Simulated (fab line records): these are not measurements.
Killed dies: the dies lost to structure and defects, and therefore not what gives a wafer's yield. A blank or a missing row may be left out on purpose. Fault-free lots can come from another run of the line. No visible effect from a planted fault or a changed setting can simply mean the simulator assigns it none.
Matching of chambers | flow n5_finfet | N5_BEOL_M0_SAQP_ETCH_83 on rie_diel-06: 4 sister chambers
The step etches SiARC in CF4, target depth 39 nm, time 65 s. 8 wafers are shown with their chamber, then 7 later ones without.

== WAFERS, EACH WITH ITS CHAMBER ==
wafer  | chamber | drypump_motor_current_A (A) | throttle_valve_pct (%)
L085.4 | 0       | 5.55                        | 15.25
L086.4 | 2       | 5.33                        | 16.01
L086.6 | 2       | 5.34                        | 16.00
L089.1 | 1       | 5.64                        | 15.64
L089.2 | 0       | 5.57                        | 15.29
L089.6 | 3       | 5.87                        | 15.52
L094.1 | 3       | 5.86                        | 15.53
L094.3 | 1       | 5.66                        | 15.68

== WAFERS WITHOUT THEIR CHAMBER ==
wafer  | drypump_motor_current_A (A) | throttle_valve_pct (%)
L094.5 | 5.56                        | 15.28
L095.4 | 5.57                        | 15.31
L095.5 | 5.88                        | 15.56
L095.6 | 5.63                        | 15.68
L097.2 | 5.32                        | 15.50
L097.3 | 5.85                        | 15.56
L097.5 | 5.53                        | 15.32

== THE CHAMBER EACH PASSED THROUGH ==
wafer  | from the rows above     | in truth
L094.5 | 0                       | 0
L095.4 | 0                       | 0
L095.5 | 3                       | 3
L095.6 | 1                       | 1
L097.2 | can't be placed: 0 or 2 | 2
L097.3 | 3                       | 3
L097.5 | 0                       | 0
Correctly placed: 6 of 7. Unplaceable from these rows: 1, with the true chamber sitting among the candidates in 1. Number placed wrongly: 0.
How it was worked out, from the rows above alone: a wafer's distance from a chamber is the root of the sum, over the readings, of the square of ((its reading less the chamber's mean) divided by the reading's scatter). The wafer belongs to the nearest chamber; if the next one is less than 2 further off, it can't be placed. The mean given for a chamber averages the wafers shown for that chamber. The scatter: take each reading less its chamber's mean, square it, sum over the shown wafers, divide by the number of wafers less the number of chambers, and take the root.
